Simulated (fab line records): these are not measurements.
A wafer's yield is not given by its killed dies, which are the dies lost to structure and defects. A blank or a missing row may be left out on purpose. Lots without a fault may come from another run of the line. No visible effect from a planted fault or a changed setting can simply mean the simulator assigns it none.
Matching of chambers || flow n5-finfet || rie-diel-02 running N5_BEOL_M11_STRIP_19: 4 sister chambers
The step strips in O2. 4 wafers are shown with their chamber, then 11 later ones without.

== WAFERS PAIRED WITH THEIR CHAMBERS ==
{"wafer": "L090.1", "chamber": 1, "drypump-motor-current-A (A)": 5.7}
{"wafer": "L090.3", "chamber": 3, "drypump-motor-current-A (A)": 6.2}
{"wafer": "L090.6", "chamber": 0, "drypump-motor-current-A (A)": 5.5}
{"wafer": "L089.1", "chamber": 2, "drypump-motor-current-A (A)": 6.2}

== WAFERS MISSING THEIR CHAMBER ==
{"wafer": "L089.2", "drypump-motor-current-A (A)": 5.7}
{"wafer": "L089.3", "drypump-motor-current-A (A)": 5.4}
{"wafer": "L089.4", "drypump-motor-current-A (A)": 6.2}
{"wafer": "L089.5", "drypump-motor-current-A (A)": 6.3}
{"wafer": "L089.6", "drypump-motor-current-A (A)": 6.2}
{"wafer": "L095.2", "drypump-motor-current-A (A)": 6.1}
{"wafer": "L095.4", "drypump-motor-current-A (A)": 6.2}
{"wafer": "L095.5", "drypump-motor-current-A (A)": 5.5}
{"wafer": "L097.1", "drypump-motor-current-A (A)": 6.2}
{"wafer": "L097.3", "drypump-motor-current-A (A)": 5.5}
{"wafer": "L097.4", "drypump-motor-current-A (A)": 5.7}

== EACH ONE'S CHAMBER ==
{"wafer": "L089.2", "from the rows above": 1, "in truth": 1}
{"wafer": "L089.3", "from the rows above": 0, "in truth": 0}
{"wafer": "L089.4", "from the rows above": "can't be placed: 2 or 3", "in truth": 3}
{"wafer": "L089.5", "from the rows above": "can't be placed: 2 or 3", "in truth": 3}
{"wafer": "L089.6", "from the rows above": "can't be placed: 2 or 3", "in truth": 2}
{"wafer": "L095.2", "from the rows above": "can't be placed: 2 or 3", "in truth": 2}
{"wafer": "L095.4", "from the rows above": "can't be placed: 2 or 3", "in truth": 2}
{"wafer": "L095.5", "from the rows above": 0, "in truth": 0}
{"wafer": "L097.1", "from the rows above": "can't be placed: 2 or 3", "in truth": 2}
{"wafer": "L097.3", "from the rows above": 0, "in truth": 0}
{"wafer": "L097.4", "from the rows above": 1, "in truth": 1}
5 of 11 placed correctly. Not placeable from these rows: 6 (in 6, the candidates include the true chamber). 0 placed wrongly.
How it was worked out, from the rows above alone: a wafer's distance from a chamber is the root of the sum, over the readings, of the square of ((its reading less the chamber's mean) divided by the reading's scatter). The wafer belongs to the nearest chamber; if the next one is less than 2 further off, it can't be placed. For every chamber, the mean is computed from those of its wafers that are shown. The scatter: with one shown wafer a chamber, the root of the mean of the squares of how far each hidden wafer lies from its nearest shown one.
